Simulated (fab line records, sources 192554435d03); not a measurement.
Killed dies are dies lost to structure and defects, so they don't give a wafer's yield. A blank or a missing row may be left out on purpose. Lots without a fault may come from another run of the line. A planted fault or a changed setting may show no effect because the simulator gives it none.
Split-lot experiment | flow n5_finfet | 7 lots, 39 wafers read, on a route of 1938 steps

THE SPLIT
At N5_MOL_CONTACT_COAG_ETCH_106 (etches SOC in N2/H2, target depth 80 nm, overetch 16 nm, time 120 s), the setting target_depth_a was moved away from the recipe's 800 angstrom on 12 of the 39 wafers read, by -44.8% to -16.2%. The other wafers ran this setting at the recipe's value.

The reading is taken at the split's own step.

THE READING
SiARC_of_MOL_CONTACT_COAG_COAT_104.thk_nm (the simulator's own value, which no gauge read), in nm, at N5_MOL_CONTACT_COAG_ETCH_106 (etches SOC in N2/H2, target depth 80 nm, overetch 16 nm, time 120 s). The file gives no usual value for it. The 27 wafers here that ran the recipe average 6.3 nm, standard deviation 0.14 nm.

wafer  | tool, chamber at the split | target_depth_a as run, angstrom | against the recipe | SiARC_of_MOL_CONTACT_COAG_COAT_104.thk_nm, nm | against lot-mates on the recipe
L082.1 | rie_diel-04, 0             | 800                             | recipe             | 6.2                                           | -
L082.2 | rie_diel-04, 2             | 800                             | recipe             | 6.4                                           | -
L082.3 | rie_diel-04, 1             | 800                             | recipe             | 6.2                                           | -
L082.4 | rie_diel-04, 0             | 800                             | recipe             | 6.2                                           | -
L082.5 | rie_diel-04, 1             | 800                             | recipe             | 6.2                                           | -
L082.6 | rie_diel-04, 2             | 800                             | recipe             | 6.4                                           | -
L086.1 | rie_diel-01, 1             | 611.3                           | -23.6%             | 7.6                                           | +1.1
L086.2 | rie_diel-01, 2             | 800                             | recipe             | 6.6                                           | -
L086.3 | rie_diel-01, 0             | 800                             | recipe             | 6.4                                           | -
L086.4 | rie_diel-01, 2             | 800                             | recipe             | 6.6                                           | -
L086.5 | rie_diel-01, 1             | 611.3                           | -23.6%             | 7.4                                           | +0.9
L086.6 | rie_diel-01, 0             | 611.3                           | -23.6%             | 7.4                                           | +0.9
L088.1 | rie_diel-04, 3             | 800                             | recipe             | 6.2                                           | -
L088.2 | rie_diel-04, 0             | 800                             | recipe             | 6.4                                           | -
L088.3 | rie_diel-04, 2,1           | 800                             | recipe             | 6.4                                           | -
L088.5 | rie_diel-04, 2,1           | 800                             | recipe             | 6.4                                           | -
L088.4 | rie_diel-04, 1             | 800                             | recipe             | 6.4                                           | -
L088.6 | rie_diel-04, 0             | 800                             | recipe             | 6.2                                           | -
L089.1 | rie_diel-01, 1             | 800                             | recipe             | 6.4                                           | -
L089.2 | rie_diel-01, 0             | 670.2                           | -16.2%             | 7.2                                           | +0.7
L089.3 | rie_diel-01, 2             | 670.2                           | -16.2%             | 7.4                                           | +0.9
L089.4 | rie_diel-01, 0             | 670.2                           | -16.2%             | 7.2                                           | +0.7
L089.5 | rie_diel-01, 1             | 800                             | recipe             | 6.4                                           | -
L089.6 | rie_diel-01, 2             | 800                             | recipe             | 6.6                                           | -
L092.1 | rie_diel-06, 2             | 442                             | -44.8%             | 8.6                                           | +2.3
L092.2 | rie_diel-06, 0             | 442                             | -44.8%             | 8.4                                           | +2.1
L092.3 | rie_diel-06, 1             | 800                             | recipe             | 6.4                                           | -
L092.4 | rie_diel-06, 2             | 442                             | -44.8%             | 8.4                                           | +2.1
L092.5 | rie_diel-06, 1             | 800                             | recipe             | 6.4                                           | -
L092.6 | rie_diel-06, 0             | 800                             | recipe             | 6.2                                           | -
L093.2 | rie_diel-04, 1             | 800                             | recipe             | 6.2                                           | -
L093.3 | rie_diel-04, 3             | 800                             | recipe             | 6                                             | -
L093.5 | rie_diel-04, 2             | 800                             | recipe             | 6.4                                           | -
L097.1 | rie_diel-06, 2             | 800                             | recipe             | 6.4                                           | -
L097.2 | rie_diel-06, 0             | 800                             | recipe             | 6.2                                           | -
L097.3 | rie_diel-06, 3             | 584.4                           | -27.0%             | 7.6                                           | +1.3
L097.4 | rie_diel-06, 0             | 800                             | recipe             | 6.2                                           | -
L097.5 | rie_diel-06, 3             | 584.4                           | -27.0%             | 7.6                                           | +1.3
L097.6 | rie_diel-06, 2             | 584.4                           | -27.0%             | 7.6                                           | +1.3
Where a row lists several chambers, the file gives one row for several wafers and doesn't say which wafer went through which chamber.

THE FIT
A straight line over all 39 wafers: SiARC_of_MOL_CONTACT_COAG_COAT_104.thk_nm changes by -0.0481 nm for each +1% of target_depth_a; r = -0.98; the points scatter about the line by 0.14 nm.
The same after taking each lot's own level away (the mean of its wafers on the recipe; 39 wafers): -0.047 nm for each +1%; r = -0.99; scatter 0.11 nm.
On that fit, the largest move of target_depth_a shifts the reading by 2.1 nm.
The lots' own levels span 6.20 to 6.53 nm, that is 2.3 times the standard deviation above.
So the lot-to-lot level changes the slope little: the two slopes agree.
Check: with one of the wafers moved furthest among these (-44.8%) left out of the fit, the line predicts +2.06 nm for it against its lot-mates. It came out at +2.27 nm against them.

OTHER SPLITS ON THESE WAFERS
These wafers also went through other splits before the reading. Each is held against what the fit with the lots' levels taken away leaves over:
other split on the same wafers                 | wafers away from the commonest value | r with SiARC_of_MOL_CONTACT_COAG_COAT_104.thk_nm (lot level and that fit taken away)
N5_PMOS_HMC_CHANNEL_EPI_HM_DEP_34 target_thk_a | 18                                   | +0.00
N5_DUMMY_GATE_CVD_03 target_thk_a              | 24                                   | +0.11
N5_SD_EPI_N_DEVELOP_08 develop_time_s          | 15                                   | -0.16

THE WHOLE CHAIN: every reading that the file lists as answering this split, in the file's order
step                         | what it does                                                        | reading                                                                                    | change (the file's fit)                | r (the file's)
N5_MOL_CONTACT_COAG_ETCH_106 | etches SOC in N2/H2, target depth 80 nm, overetch 16 nm, time 120 s | etch.depth_nm (the simulator's own value, which no gauge read)                             | +0.325 nm for each +1% of the setting  | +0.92
N5_MOL_CONTACT_COAG_ETCH_106 | etches SOC in N2/H2, target depth 80 nm, overetch 16 nm, time 120 s | SiARC_of_MOL_CONTACT_COAG_COAT_104.thk_nm (the simulator's own value, which no gauge read) | -0.0469 nm for each +1% of the setting | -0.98

THE FILE'S OWN FIT
SiARC_of_MOL_CONTACT_COAG_COAT_104.thk_nm changes by -0.0469 nm for each +1% of target_depth_a, r = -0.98.
